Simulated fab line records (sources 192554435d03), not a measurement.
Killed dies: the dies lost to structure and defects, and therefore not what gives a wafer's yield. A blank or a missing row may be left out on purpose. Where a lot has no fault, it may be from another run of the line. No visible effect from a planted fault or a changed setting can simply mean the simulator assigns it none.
fab line records	flow n5Finfet
record lots=7	wafers=21
route steps=1938 shown BEOL_M8@1359 BEOL_M9@1401 BEOL_M10@1496 BEOL_M12@1653 BEOL_M13@1662
startH: start of the lot's first displayed wafer, in hours after the record's first day	waitH: hours from the lot's prior step to this one	" identical to the entry in the row above	L1.1+2: several wafers, shown together as one row	- no value, or no start given	* or withheld: withheld	< > ~ a bound
route shown NAME@n: names a module that has steps shown in the file, with the first one's number in the route	usual: mean/standard deviation taken from wafers without a fault	same: alike in all rows	chamber/n: place in a boat	sites: each site's reading	_std_site: the values' standard deviation	_edge_site: mean of outer sites minus mean of inner sites	radiusMm: how far each site lies from the wafer's centre	mask NAME#n: copy n	behind: tool/chamber where the wafer was last shaped	hold: why the lot was held/for how many hours/how that ended	device: whichever transistor did not switch (one of n, p or np)	end of line: at the end of the route, the tests of the same wafers	for a step that has no rows: nothing shown but its recipe	killed: count of dies lost to structure and defects at first sort (not the wafer's yield)	map: a wafer's dies, marking killed ones x, the rest . and places with no die _
set.NAME: the run value of the setting; set.NAME@STEP: its run value at that earlier step	model.NAME: the simulator's own value behind a step, which no gauge read
lots whose settings were changed on purpose; a table a step, a row a wafer
## steps
# step N5_BEOL_M8_COAT_22
# recipe resist=CAR-EUV	spinRpm=1500	resistThkNm=30
lot.wafer	tool	chamber	startH	waitH	set.spinRpm	model.CAR-EUV_of_BEOL_M8_COAT_22.thkNm
L074.1+2	lithoTrack-04	0	-	-	1500	29.8
L074.3	"	0	"	"	1368	31.4
L076.1+5	lithoTrack-04	0	-	-	1500	30
L076.6	"	0	"	"	1645	28.6
L080.2+4+5	lithoTrack-01	0	-	-	1500	30
L090.2	lithoTrack-04	0	-	-	1453	30.6
L090.3	"	0	"	"	1453	30.4
L090.4	"	0	"	"	1500	30
L092.1+2+6	lithoTrack-01	0	-	-	1386	31.2
L089.2	lithoTrack-05	0	-	-	1500	29.8
L089.4+6	"	0	"	"	1500	30
L093.2+3+6	lithoTrack-01	0	-	-	1500	30.2
# step N5_BEOL_M8_EBR_24
# recipe solvent=PGMEA	ebrWidthMm=1.5
# step N5_BEOL_M8_SOFTBAKE_23
# recipe tempC=110	timeS=60	resist=CAR-EUV
# step N5_BEOL_M8_EXPOSE_25
# recipe maskId=V7	na=0.33	sourceShape=annular	sigmaInner=0.4	sigmaOuter=0.8	polarization=unpolarized	targetCdNm=40	doseMj=42.5
# step N5_BEOL_M8_PEB_26
# recipe pebTempC=100	pebTimeS=60	resist=CAR-EUV
# step N5_BEOL_M8_DEVELOP_27
# recipe developTimeS=30	developer=TMAH	resist=CAR-EUV	rinseLiquid=surfactantRinse	dry=airSpin	devTempC=23
lot.wafer	tool	chamber	startH	waitH	set.spinRpm@BEOL_M8_COAT_22	model.CAR-EUV_of_BEOL_M8_COAT_22.thkNm
L074.1+2	lithoTrack-05	0	-	-	1500	29.4
L074.3	"	0	"	"	1368	30.8
L076.1+5	lithoTrack-04	0	-	-	1500	29.6
L076.6	"	0	"	"	1645	28.2
L080.2+5	lithoTrack-05	0	-	-	1500	29.6
L080.4	"	0	"	"	1500	29.4
L090.2	lithoTrack-01	0	-	-	1453	30.2
L090.3	"	0	"	"	1453	30
L090.4	"	0	"	"	1500	29.6
L092.1+2+6	lithoTrack-01	0	-	-	1386	30.8
L089.2+4+6	lithoTrack-05	0	-	-	1500	29.4
L093.2+3+6	lithoTrack-04	0	-	-	1500	29.6
# step N5_BEOL_M8_DESCUM_33
# recipe chemistry=O2	timeS=7	sourcePowerW=50	biasPowerW=20	pressureMtorr=20	rfFrequencyHz=2.712e+07	tempC=40	resist=CAR-EUV	o2FlowSccm=225
lot.wafer	tool	chamber	startH	waitH	set.timeS	set.spinRpm@BEOL_M8_COAT_22	model.CAR-EUV_of_BEOL_M8_COAT_22.thkNm
L074.1	rieDiel-01	0	221.53	0.0	7	1500	25.8
L074.2	"	2	"	"	7	1500	26
L074.3	"	1	"	"	7	1368	27.4
L076.1	rieDiel-01	3	228.47	0.1	7	1500	26
L076.5	"	0	"	"	8.575	1500	25.2
L076.6	"	3	"	"	8.575	1645	24
L080.2+4+5	rieDiel-01	3,2,1	234.88	0.2	7	1500	26
L090.2	rieDiel-06	0	300.29	0.0	7	1453	26.6
L090.3	"	3	"	"	7.997	1453	26
L090.4	"	2	"	"	7.997	1500	25.6
L092.1+2+6	rieDiel-05	3,0,3	311.33	0.0	7	1386	27.2
L089.2+4+6	rieDiel-05	3,0,2	312.93	0.1	7	1500	26
L093.2	rieDiel-01	2	336.34	0.0	8.258	1500	25.6
L093.3+6	"	0	"	"	7	1500	26.2
# step N5_BEOL_M8_ETCH_72
# recipe chemistry=N2/H2	target=underlayer	targetDepthA=65	maskMaterial=CAR-EUV	timeS=5.2	ionEnergyEv=200	pressureMtorr=30	sourceW=840	biasW=150	n2FlowSccm=200	h2FlowSccm=200	ends=cleared
lot.wafer	tool	chamber	startH	waitH	set.spinRpm@BEOL_M8_COAT_22	set.timeS@BEOL_M8_DESCUM_33	model.CAR-EUV_of_BEOL_M8_COAT_22.thkNm
L074.1+2	rieDiel-01	0,2	221.56	0.0	1500	7	20.2
L074.3	"	1	"	"	1368	7	21.6
L076.1	rieDiel-01	3	228.51	0.0	1500	7	20.2
L076.5	"	0	"	"	1500	8.575	19.6
L076.6	"	3	"	"	1645	8.575	18.2
L080.2+5	rieDiel-01	3,1	234.92	0.0	1500	7	20.4
L080.4	"	2	"	"	1500	7	20.2
L090.2	rieDiel-06	0	300.32	0.0	1453	7	20.8
L090.3	"	3	"	"	1453	7.997	20.2
L090.4	"	2	"	"	1500	7.997	19.8
L092.1+6	rieDiel-05	3	311.37	0.0	1386	7	21.4
L092.2	"	0	"	"	1386	7	21.6
L089.2+4+6	rieDiel-05	3,0,2	312.97	0.0	1500	7	20.2
L093.2	rieDiel-01	2	336.37	0.0	1500	8.258	19.8
L093.3+6	"	0	"	"	1500	7	20.4
# step N5_BEOL_M8_ETCH_65
# recipe chemistry=CF4	target=SiARC	targetDepthA=156	maskMaterial=CAR-EUV	timeS=26	ionEnergyEv=80	pressureMtorr=40	sourceW=545	biasW=36	Ar_flow_sccm=100	cf4FlowSccm=100	ends=cleared
lot.wafer	tool	chamber	startH	waitH	set.spinRpm@BEOL_M8_COAT_22	set.timeS@BEOL_M8_DESCUM_33	model.CAR-EUV_of_BEOL_M8_COAT_22.thkNm
L074.1+2	rieDiel-01	0,2	221.58	0.0	1500	7	11
L074.3	"	1	"	"	1368	7	12.4
L076.1	rieDiel-01	3	228.52	0.0	1500	7	11
L076.5	"	0	"	"	1500	8.575	10.4
L076.6	"	3	"	"	1645	8.575	9
L080.2+5	rieDiel-01	3,1	234.93	0.0	1500	7	11.2
L080.4	"	2	"	"	1500	7	11
L090.2	rieDiel-06	0	300.34	0.0	1453	7	11.6
L090.3	"	3	"	"	1453	7.997	11
L090.4	"	2	"	"	1500	7.997	10.6
L092.1+6	rieDiel-05	3	311.38	0.0	1386	7	12.2
L092.2	"	0	"	"	1386	7	12.4
L089.2+4+6	rieDiel-05	3,0,2	312.98	0.0	1500	7	11
L093.2	rieDiel-01	2	336.39	0.0	1500	8.258	10.6
L093.3+6	"	0	"	"	1500	7	11.2
# step N5_BEOL_M9_ILD_DEP_00
# recipe material=SiCOH_lowk	targetThkA=3085.1	tempC=300	precursor=DEMS/porogen	pressureTorr=5	rfW=500	timeS=58
lot.wafer	tool	chamber	startH	waitH	set.timeS	model.SiCOH_lowk_of_BEOL_M9_ILD_DEP_00.thkNm
L074.1	pecvd-02	2	224.40	0.0	61.23	321.6
L074.2	"	1	"	"	58	299.2
L074.3	"	2	"	"	58	309.8
L076.1	pecvd-02	1	232.32	0.0	61.44	320.4
L076.5	"	1	"	"	58	310.4
L076.6	"	2	"	"	61.44	327.2
L080.2	pecvd-04	1	238.25	0.0	58	304.6
L080.4	"	1	"	"	58	307.2
L080.5	"	2	"	"	58	314.6
L090.2	pecvd-04	0	308.13	0.0	58	310.4
L090.3	"	2	"	"	54.73	296.4
L090.4	"	0	"	"	58	318
L092.1	pecvd-04	0	316.77	0.0	58	305.8
L092.2	"	1	"	"	64.45	336.6
L092.6	"	2	"	"	64.45	343.8
L089.2	pecvd-02	2	319.18	0.0	58	306.4
L089.4	"	1	"	"	58	312
L089.6	"	0	"	"	58	308.8
L093.2	pecvd-01	1	339.50	0.0	58	307.8
L093.3	"	2	"	"	58	305.6
L093.6	"	2	"	"	58	310.4
# step N5_BEOL_M9_CURE_71
# recipe tempC=385	timeS=240	ambient=He/Ar	material=SiCOH_lowk
lot.wafer	tool	chamber	startH	waitH	set.timeS@BEOL_M9_ILD_DEP_00	model.SiCOH_lowk_of_BEOL_M9_ILD_DEP_00.thkNm
L074.1	uvCure-03	0	224.51	0.1	61.23	279.6
L074.2	"	0	"	"	58	259.8
L074.3	"	0	"	"	58	269.2
L076.1	uvCure-03	2	232.42	0.1	61.44	278.6
L076.5	"	2	"	"	58	269.6
L076.6	"	2	"	"	61.44	284.6
L080.2	uvCure-03	2	238.44	0.2	58	264.6
L080.4	"	2	"	"	58	266.8
L080.5	"	2	"	"	58	273.4
L090.2	uvCure-01	2	308.29	0.1	58	269.6
L090.3	"	2	"	"	54.73	257.4
L090.4	"	2	"	"	58	276.4
L092.1	uvCure-03	0	316.85	0.0	58	265.6
L092.2	"	0	"	"	64.45	292.8
L092.6	"	0	"	"	64.45	299.2
L089.2	uvCure-03	2	319.34	0.1	58	266
L089.4	"	2	"	"	58	271.2
L089.6	"	2	"	"	58	268.2
L093.2	uvCure-03	2	339.66	0.1	58	267.4
L093.3	"	2	"	"	58	265.4
L093.6	"	2	"	"	58	269.6
# step N5_BEOL_M9_THK_MEAS_01
# recipe reads=SiCOH_lowk_of_BEOL_M9_ILD_DEP_00
# usual M9_ILD_THK=267/3.3
lot.wafer	tool	chamber	startH	waitH	set.timeS@BEOL_M9_ILD_DEP_00	M9_ILD_THK[nm]
L074.1	filmMetro-01	-	225.02	0.4	61.23	280
L074.2	"	-	"	"	58	260
L074.3	"	-	"	"	58	269
L076.1	filmMetro-01	-	232.94	0.4	61.44	279
L076.5	"	-	"	"	58	270
L076.6	"	-	"	"	61.44	285
L080.2	filmMetro-02	-	238.87	0.4	58	265
L080.4	"	-	"	"	58	267
L080.5	"	-	"	"	58	273
L090.2	filmMetro-01	-	308.72	0.4	58	270
L090.3	"	-	"	"	54.73	257
L090.4	"	-	"	"	58	276
L092.1	filmMetro-02	-	317.37	0.4	58	266
L092.2	"	-	"	"	64.45	293
L092.6	"	-	"	"	64.45	299
L089.2	filmMetro-01	-	319.77	0.4	58	266
L089.4	"	-	"	"	58	271
L089.6	"	-	"	"	58	268
L093.2	filmMetro-01	-	340.09	0.4	58	267
L093.3	"	-	"	"	58	266
L093.6	"	-	"	"	58	269
# step N5_BEOL_M9_COAT_05
# recipe resist=CAR-ArF	spinRpm=1500	resistThkNm=90
lot.wafer	tool	chamber	startH	waitH	set.spinRpm	model.CAR-ArF_of_BEOL_M9_COAT_05.thkNm
L074.1	lithoTrack-03	0	-	-	1500	90
L074.2	"	0	"	"	1500	89.8
L074.3	"	0	"	"	1649	85.6
L076.1	lithoTrack-04	0	-	-	1586	87.6
L076.5	"	0	"	"	1500	90.2
L076.6	"	0	"	"	1500	90
L080.2	lithoTrack-02	0	-	-	1608	86.8
L080.4+5	"	0	"	"	1500	90
L090.2+3	lithoTrack-02	0	-	-	1359	94.8
L090.4	"	0	"	"	1500	90.4
L092.1	lithoTrack-04	0	-	-	1500	90.6
L092.2	"	0	"	"	1416	93.2
L092.6	"	0	"	"	1500	90.4
L089.2+4	lithoTrack-02	0	-	-	1500	90
L089.6	"	0	"	"	1500	90.2
L093.2+3+6	lithoTrack-03	0	-	-	1356	94.8
# step N5_BEOL_M10_COAT_22
# recipe resist=CAR-ArF	spinRpm=1500	resistThkNm=90
lot.wafer	tool	chamber	startH	waitH	set.spinRpm	model.CAR-ArF_of_BEOL_M10_COAT_22.thkNm
L074.1+3	lithoTrack-05	0	-	-	1392	93.6
L074.2	"	0	"	"	1500	90
L076.1	lithoTrack-01	0	-	-	1500	89.8
L076.5	"	0	"	"	1500	90
L076.6	"	0	"	"	1500	90.2
L080.2+5	lithoTrack-01	0	-	-	1500	90.4
L080.4	"	0	"	"	1401	93.4
L090.2+4	lithoTrack-01	0	-	-	1500	90
L090.3	"	0	"	"	1500	89.8
L092.1+2	lithoTrack-02	0	-	-	1664	85.4
L092.6	"	0	"	"	1500	89.6
L089.2+4	lithoTrack-05	0	-	-	1500	90
L089.6	"	0	"	"	1500	89.8
L093.2+3+6	lithoTrack-02	0	-	-	1500	89.6
# step N5_BEOL_M10_EXPOSE_25
# recipe maskId=V9	na=1.35	sourceShape=annular	sigmaInner=0.5	sigmaOuter=0.8	polarization=unpolarized	doseMj=85.5
lot.wafer	tool	chamber	startH	waitH	mask	set.doseMj
L074.1+2	arfiScanner-03	0	234.26	-	V9#0	85.5
L074.3	"	0	"	"	V9#0	79.57
L076.1	arfiScanner-03	0	247.57	-	V9#0	85.5
L076.5+6	"	0	"	"	V9#0	88.19
L080.2+4+5	arfiScanner-02	0	252.21	-	V9#0	85.5
L090.2	arfiScanner-01	0	321.02	-	V9#0	85.5
L090.3+4	"	0	"	"	V9#0	80
L092.1	arfiScanner-03	0	329.43	-	V9#0	90.41
L092.2+6	"	0	"	"	V9#0	85.5
L089.2+4+6	arfiScanner-03	0	329.95	-	V9#0	85.5
L093.2+6	arfiScanner-01	0	354.66	-	V9#0	83.12
L093.3	"	0	"	"	V9#0	85.5
# step N5_BEOL_M10_PEB_26
# recipe pebTempC=withheld	pebTimeS=60	resist=CAR-ArF
# step N5_BEOL_M10_DEVELOP_27
# recipe developTimeS=30	developer=TMAH	resist=CAR-ArF	rinseLiquid=diw	dry=airSpin	devTempC=23
# step N5_BEOL_M10_CD_MEAS_28
# recipe targetCdNm=70	landingEnergyEv=500	detector=seInlens	polarity=opening
# usual cdNm=69.7/0.89
lot.wafer	tool	chamber	startH	waitH	set.doseMj@BEOL_M10_EXPOSE_25	cdNm
L074.1	cdSem-02	0	234.39	-	85.5	67.9
L074.2	"	0	"	"	85.5	68.6
L074.3	"	0	"	"	79.57	63.6
L076.1	cdSem-01	0	247.70	-	85.5	67.7
L076.5	"	0	"	"	88.19	72.0
L076.6	"	0	"	"	88.19	70.8
L080.2	cdSem-02	0	252.34	-	85.5	69.2
L080.4	"	0	"	"	85.5	68.9
L080.5	"	0	"	"	85.5	69.4
L090.2	cdSem-03	0	321.14	-	85.5	68.3
L090.3	"	0	"	"	80	64.4
L090.4	"	0	"	"	80	63.9
L092.1	cdSem-03	0	329.56	-	90.41	76.5
L092.2	"	0	"	"	85.5	70.0
L092.6	"	0	"	"	85.5	70.1
L089.2	cdSem-03	0	330.07	-	85.5	70.0
L089.4	"	0	"	"	85.5	71.5
L089.6	"	0	"	"	85.5	71.3
L093.2	cdSem-01	0	354.78	-	83.12	66.6
L093.3	"	0	"	"	85.5	69.2
L093.6	"	0	"	"	83.12	66.9
# step N5_BEOL_M10_DESCUM_33
# recipe chemistry=O2	timeS=7.9	sourcePowerW=50	biasPowerW=20	pressureMtorr=20	rfFrequencyHz=2.712e+07	tempC=40	resist=CAR-ArF	o2FlowSccm=225
lot.wafer	tool	chamber	startH	waitH	set.spinRpm@BEOL_M10_COAT_22	model.CAR-ArF_of_BEOL_M10_COAT_22.thkNm
L074.1+3	rieDiel-05	0,3	234.48	0.0	1392	87
L074.2	"	1	"	"	1500	83.4
L076.1	rieDiel-01	0	247.79	0.0	1500	83.2
L076.5+6	"	2,3	"	"	1500	83.6
L080.2	rieDiel-06	2	252.45	0.1	1500	83.8
L080.4	"	1	"	"	1401	86.8
L080.5	"	1	"	"	1500	84
L090.2+3+4	rieDiel-01	0,2,1	321.39	0.2	1500	83.4
L092.1	rieDiel-01	3	329.86	0.2	1664	78.8
L092.2	"	2	"	"	1664	79
L092.6	"	1	"	"	1500	83
L089.2	rieDiel-06	2	330.51	0.4	1500	83.6
L089.4	"	1	"	"	1500	83.4
L089.6	"	0	"	"	1500	83.2
L093.2	rieDiel-05	2	355.16	0.3	1500	83.2
L093.3+6	"	1,2	"	"	1500	83
# step N5_BEOL_M10_ETCH_41
# recipe chemistry=CH3F/O2	target=SiCN	targetDepthA=426	taperDeg=2	timeS=86	ionEnergyEv=120	maskMaterial=TiN	pressureMtorr=30	sourceW=395	biasW=75	Ar_flow_sccm=150	CH3F_flow_sccm=30	O2_flow_sccm=20
# usual rfVppV=297.3/1.6
lot.wafer	tool	chamber	startH	waitH	set.sourceW	rfVppV
L074.1	rieDiel-05	0	-	-	395	298.5
L074.2	"	1	"	"	357.5	305.7
L074.3	"	3	"	"	395	294.4
L076.1	rieDiel-01	0	-	-	395	299.7
L076.5	"	2	"	"	395	297.4
L076.6	"	3	"	"	395	297.2
L080.2	rieDiel-06	2	-	-	441.5	285.4
L080.4	"	1	"	"	395	299.6
L080.5	"	1	"	"	395	298.2
L090.2	rieDiel-01	0	-	-	395	300.0
L090.3	"	2	"	"	395	296.6
L090.4	"	1	"	"	395	297.6
L092.1	rieDiel-01	0	-	-	395	299.0
L092.2	"	3	"	"	344.5	311.7
L092.6	"	2	"	"	395	297.3
L089.2	rieDiel-06	2	-	-	395	294.5
L089.4	"	1	"	"	395	298.8
L089.6	"	0	"	"	395	295.9
L093.2	rieDiel-05	2	-	-	419	292.2
L093.3	"	0	"	"	419	291.3
L093.6	"	2	"	"	395	297.2
# step N5_BEOL_M12_CMP_49
# recipe stopOn=SiOC	tOverpolishS=20.6	downForcePsi=1	platenRpm=50	clearingPlatenDownForcePsi=1.5	clearingPlatenRpm=50	postCmpClean=cuAlkaline	targetThkNm=320	clearingPlatenPadVelocityMS=0.99484	padVelocityMS=0.99484
# usual barrierFieldEndpointS=30.3/0.78
lot.wafer	tool	chamber	startH	waitH	set.downForcePsi	barrierFieldEndpointS
L074.2	cmp-02	0	251.15	0.2	1	28.8
L074.1	"	2	"	"	1.213	24.8
L074.3	"	3	"	"	1.213	24.6
L076.1	cmp-04	0	263.27	0.4	1	30.2
L076.6	"	1	"	"	1	29.2
L076.5	"	2	"	"	0.8407	36.0
L080.2	cmp-04	0	270.59	0.2	1	29.4
L080.4	"	1	"	"	1	28.9
L080.5	"	0	"	"	1	29.6
L090.4	cmp-02	3	343.08	0.1	0.9132	33.6
L090.3	"	0	"	"	1	30.5
L090.2	"	2	"	"	0.9132	33.4
L089.4	cmp-02	1	350.38	0.2	1	29.8
L089.2	"	2	"	"	1	29.9
L089.6	"	3	"	"	1	29.7
L092.1	cmp-03	1	353.05	0.3	1.204	24.3
L092.2	"	3	"	"	1	31.2
L092.6	"	0	"	"	1.204	24.6
L093.2	cmp-02	3	379.85	0.2	1	31.7
L093.3	"	1	"	"	1	31.7
L093.6	"	0	"	"	1	31.7
# step N5_BEOL_M13_COAT_04
# recipe spinRpm=1625	resistThkNm=400
lot.wafer	tool	chamber	startH	waitH	set.spinRpm	model.coat_of_BEOL_M13_COAT_04.thkNm
L074.1+2+3	lithoTrack-04	0	-	-	1625	400.4
L076.1	lithoTrack-01	0	-	-	1625	401.6
L076.5	"	0	"	"	1625	401
L076.6	"	0	"	"	1625	401.2
L080.2+5	lithoTrack-05	0	-	-	1625	399
L080.4	"	0	"	"	1549	409
L090.2	lithoTrack-05	0	-	-	1625	400
L090.3	"	0	"	"	1625	398.4
L090.4	"	0	"	"	1487	416.8
L089.2+6	lithoTrack-04	0	-	-	1625	399.4
L089.4	"	0	"	"	1625	399.8
L092.1	lithoTrack-05	0	-	-	1625	400.6
L092.2	"	0	"	"	1625	400
L092.6	"	0	"	"	1625	398.8
L093.2	lithoTrack-05	0	-	-	1625	399.2
L093.3	"	0	"	"	1562	406.6
L093.6	"	0	"	"	1625	400.4
# step N5_BEOL_M13_EBR_06
# recipe solvent=PGMEA	ebrWidthMm=1.5
# step N5_BEOL_M13_SOFTBAKE_05
# recipe tempC=130	timeS=60
# step N5_BEOL_M13_DESCUM_15
# recipe chemistry=O2	timeS=7.9	sourcePowerW=50	biasPowerW=20	pressureMtorr=20	rfFrequencyHz=2.712e+07	tempC=40	o2FlowSccm=225
# step N5_BEOL_M13_ETCH_59
# recipe chemistry=N2/H2	target=BARC	targetDepthA=890	overetchA=267	timeS=67.9	ionEnergyEv=200	pressureMtorr=30	sourceW=840	biasW=150	n2FlowSccm=200	h2FlowSccm=200
lot.wafer	tool	chamber	startH	waitH	set.spinRpm@BEOL_M13_COAT_04	model.coat_of_BEOL_M13_COAT_04.thkNm
L074.1	rieDiel-02	0	252.21	0.0	1625	320.4
L074.2	"	3	"	"	1625	318.2
L074.3	"	1	"	"	1625	321
L076.1+5	rieDiel-03	3	264.22	0.0	1625	318.6
L076.6	"	2	"	"	1625	320
L080.2	rieDiel-02	0	271.79	0.0	1625	319.2
L080.4	"	2	"	"	1549	325.4
L080.5	"	3	"	"	1625	316
L090.2	rieDiel-03	0	344.27	0.0	1625	316.8
L090.3	"	3	"	"	1625	317.2
L090.4	"	3	"	"	1487	335
L089.2	rieDiel-04	0	352.02	0.0	1625	317.2
L089.4	"	0	"	"	1625	318.2
L089.6	"	1	"	"	1625	318
L092.1	rieDiel-03	1	354.07	0.0	1625	318.6
L092.2	"	3	"	"	1625	319.2
L092.6	"	0	"	"	1625	316.6
L093.2	rieDiel-03	3	381.06	0.0	1625	318
L093.3	"	0	"	"	1562	324.2
L093.6	"	0	"	"	1625	318.2
## key
split step=N5_BEOL_M8_COAT_22	setting=spinRpm	stated=1500	by=wafer
response step=N5_BEOL_M8_COAT_22	reading=model.CAR-EUV_of_BEOL_M8_COAT_22.thkNm	change=-0.161	per=1%	r=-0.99
response step=N5_BEOL_M8_DEVELOP_27	reading=model.CAR-EUV_of_BEOL_M8_COAT_22.thkNm	change=-0.152	per=1%	r=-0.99
response step=N5_BEOL_M8_DESCUM_33	reading=model.CAR-EUV_of_BEOL_M8_COAT_22.thkNm	change=-0.171	per=1%	r=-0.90
response step=N5_BEOL_M8_ETCH_72	reading=model.CAR-EUV_of_BEOL_M8_COAT_22.thkNm	slope=-0.149	per=1%	togetherWith=timeS@BEOL_M8_DESCUM_33	explained=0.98
response step=N5_BEOL_M8_ETCH_65	reading=model.CAR-EUV_of_BEOL_M8_COAT_22.thkNm	slope=-0.149	per=1%	togetherWith=timeS@BEOL_M8_DESCUM_33	explained=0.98
split step=N5_BEOL_M8_DESCUM_33	setting=timeS	stated=7	by=wafer
response step=N5_BEOL_M8_DESCUM_33	reading=model.CAR-EUV_of_BEOL_M8_COAT_22.thkNm	slope=-0.0334	per=1%	togetherWith=spinRpm@BEOL_M8_COAT_22	explained=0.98
response step=N5_BEOL_M8_ETCH_72	reading=model.CAR-EUV_of_BEOL_M8_COAT_22.thkNm	slope=-0.0309	per=1%	togetherWith=spinRpm@BEOL_M8_COAT_22	explained=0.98
response step=N5_BEOL_M8_ETCH_65	reading=model.CAR-EUV_of_BEOL_M8_COAT_22.thkNm	slope=-0.0309	per=1%	togetherWith=spinRpm@BEOL_M8_COAT_22	explained=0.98
split step=N5_BEOL_M9_ILD_DEP_00	setting=timeS	stated=58	by=wafer
response step=N5_BEOL_M9_ILD_DEP_00	reading=model.SiCOH_lowk_of_BEOL_M9_ILD_DEP_00.thkNm	change=+2.97	per=1%	r=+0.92
response step=N5_BEOL_M9_CURE_71	reading=model.SiCOH_lowk_of_BEOL_M9_ILD_DEP_00.thkNm	change=+2.62	per=1%	r=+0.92
response step=N5_BEOL_M9_THK_MEAS_01	reading=M9_ILD_THK	change=+2.62	per=1%	r=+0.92
split step=N5_BEOL_M9_COAT_05	setting=spinRpm	stated=1500	by=wafer
response step=N5_BEOL_M9_COAT_05	reading=model.CAR-ArF_of_BEOL_M9_COAT_05.thkNm	change=-0.451	per=1%	r=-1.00
split step=N5_BEOL_M10_COAT_22	setting=spinRpm	stated=1500	by=wafer
response step=N5_BEOL_M10_COAT_22	reading=model.CAR-ArF_of_BEOL_M10_COAT_22.thkNm	change=-0.426	per=1%	r=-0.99
response step=N5_BEOL_M10_DESCUM_33	reading=model.CAR-ArF_of_BEOL_M10_COAT_22.thkNm	change=-0.418	per=1%	r=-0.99
split step=N5_BEOL_M10_EXPOSE_25	setting=doseMj	stated=85.5	by=wafer
response step=N5_BEOL_M10_CD_MEAS_28	reading=cdNm	change=+0.815	per=1%	r=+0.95
split step=N5_BEOL_M10_ETCH_41	setting=sourceW	stated=395	by=wafer
response step=N5_BEOL_M10_ETCH_41	reading=rfVppV	change=-1.06	per=1%	r=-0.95
split step=N5_BEOL_M12_CMP_49	setting=downForcePsi	stated=1	by=wafer
response step=N5_BEOL_M12_CMP_49	reading=barrierFieldEndpointS	change=-0.293	per=1%	r=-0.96
split step=N5_BEOL_M13_COAT_04	setting=spinRpm	stated=1625	by=wafer
response step=N5_BEOL_M13_COAT_04	reading=model.coat_of_BEOL_M13_COAT_04.thkNm	change=-2.04	per=1%	r=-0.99
response step=N5_BEOL_M13_ETCH_59	reading=model.coat_of_BEOL_M13_COAT_04.thkNm	change=-1.95	per=1%	r=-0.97
